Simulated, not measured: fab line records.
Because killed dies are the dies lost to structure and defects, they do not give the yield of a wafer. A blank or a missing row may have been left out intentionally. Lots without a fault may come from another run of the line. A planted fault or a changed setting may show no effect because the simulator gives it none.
Chamber matching	flow nand_harc	rie_diel-12 running NHARC_P_M1_ETCH_35: 4 sister chambers
The step etches the open film in N2/H2, target depth 40 nm, overetch 12 nm, time 43.94 s. 18 wafers are shown with their chamber, then 9 later ones without.

WAFERS PAIRED WITH THEIR CHAMBERS
wafer	chamber	showerhead_plenum_p_Torr (Torr)	oes_product_au (a.u.)	rf_vpp_V (V)
L144.1	2	2.01	0.994	428.2
L144.3	3	2.03	0.995	429.9
L144.5	2	2.01	0.997	430.7
L146.1	0	1.99	0.992	429.2
L146.3	3	2.03	0.994	431.0
L146.6	1	1.92	1.032	427.1
L147.3	3	2.03	0.996	429.2
L147.4	2	2.01	0.984	431.0
L147.6	3	2.03	0.987	429.4
L149.1	1	1.92	1.037	426.8
L149.3	3	2.03	0.990	430.7
L149.4	0	1.99	0.975	428.9
L150.1	3	2.03	0.996	432.8
L150.2	1	1.92	1.038	428.8
L150.5	0	1.99	0.978	428.7
L151.2	2	2.01	0.989	429.9
L151.4	0	1.98	0.980	429.1
L151.5	1	1.92	1.041	427.3

SIGNATURES (means of the wafers above)
reading	chamber 0	chamber 1	chamber 2	chamber 3	scatter within a chamber
showerhead_plenum_p_Torr	1.9875	1.9200	2.0100	2.0300	0.00231
oes_product_au	0.98125	1.03700	0.99100	0.99300	0.00517
rf_vpp_V	428.975	427.500	429.950	430.500	1.07
Rule: a wafer's distance from a chamber is the root of the sum, over the readings, of the square of ((its reading less the chamber's mean) divided by the reading's scatter). If the next closest chamber is less than 2 further off than the closest, the wafer can't be placed; otherwise it belongs to the closest. The scatter: take each reading less its chamber's mean, square it, sum over the shown wafers, divide by the number of wafers less the number of chambers, and take the root.

WAFERS MISSING THEIR CHAMBER
wafer	showerhead_plenum_p_Torr (Torr)	oes_product_au (a.u.)	rf_vpp_V (V)
L152.1	1.92	1.031	427.9
L152.3	2.03	1.009	431.2
L152.4	1.98	0.975	428.6
L153.4	1.98	0.982	429.4
L153.5	1.92	1.036	427.6
L153.6	2.01	0.986	429.6
L164.1	1.98	1.004	427.8
L164.2	2.03	1.039	430.2
L164.5	1.92	1.021	426.5

WHICH CHAMBER EACH WENT THROUGH
wafer	from the rows above	in truth
L152.1	1	1
L152.3	3	3
L152.4	0	0
L153.4	0	0
L153.5	1	1
L153.6	2	2
L164.1	0	0
L164.2	3	3
L164.5	1	1
Placed correctly: 9 of 9. Not placeable from these rows: 0. Wrongly placed: 0.
